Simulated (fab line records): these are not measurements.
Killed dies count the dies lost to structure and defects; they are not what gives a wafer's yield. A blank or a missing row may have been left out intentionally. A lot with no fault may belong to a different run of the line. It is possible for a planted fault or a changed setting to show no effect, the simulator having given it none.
Chamber matching -- flow n5 finfet -- N5_BEOL_M14_ILD_DEP_00 on pecvd-02: 3 sister chambers
The step deposits SiO2 from TEOS/O2, target thk 1119.3 nm, time 237.4 s. 6 wafers are shown with their chamber, then 7 later ones without.

WAFERS WITH THEIR CHAMBER
wafer,chamber,heater power w (W),showerhead plenum p Torr (Torr)
L081.6,1,506,8.35
L084.6,1,410,8.35
L089.3,0,619,8.35
L089.4,2,707,8.35
L091.1,0,514,8.32
L091.2,2,714,8.35

WAFERS MISSING THEIR CHAMBER
wafer,heater power w (W),showerhead plenum p Torr (Torr)
L091.4,584,8.35
L090.4,584,8.38
L090.5,650,8.35
L090.6,683,8.38
L092.4,512,8.35
L092.5,732,8.38
L092.6,607,8.36

EACH ONE'S CHAMBER
wafer,from the rows above,in truth
L091.4,can't be placed: 0 or 1 or 2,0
L090.4,can't be placed: 1 or 2 or 0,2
L090.5,can't be placed: 2 or 0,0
L090.6,can't be placed: 2 or 0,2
L092.4,can't be placed: 1 or 0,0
L092.5,2,2
L092.6,can't be placed: 2 or 0 or 1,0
Correct placement for 1 of the 7. These rows do not allow placing 6 (true chamber among the candidates in 6). Number placed wrongly: 0.
How it was worked out, from the rows above alone: a wafer's distance from a chamber is the root of the sum, over the readings, of the square of ((its reading less the chamber's mean) divided by the reading's scatter). If the next closest chamber is less than 2 further off than the closest, the wafer can't be placed; otherwise it belongs to the closest. Each chamber's mean is taken over the wafers shown for it. How the scatter is found: for the shown wafers, subtract from each reading the mean of its chamber, square and add these, divide the total by (wafers less chambers), then take the root.
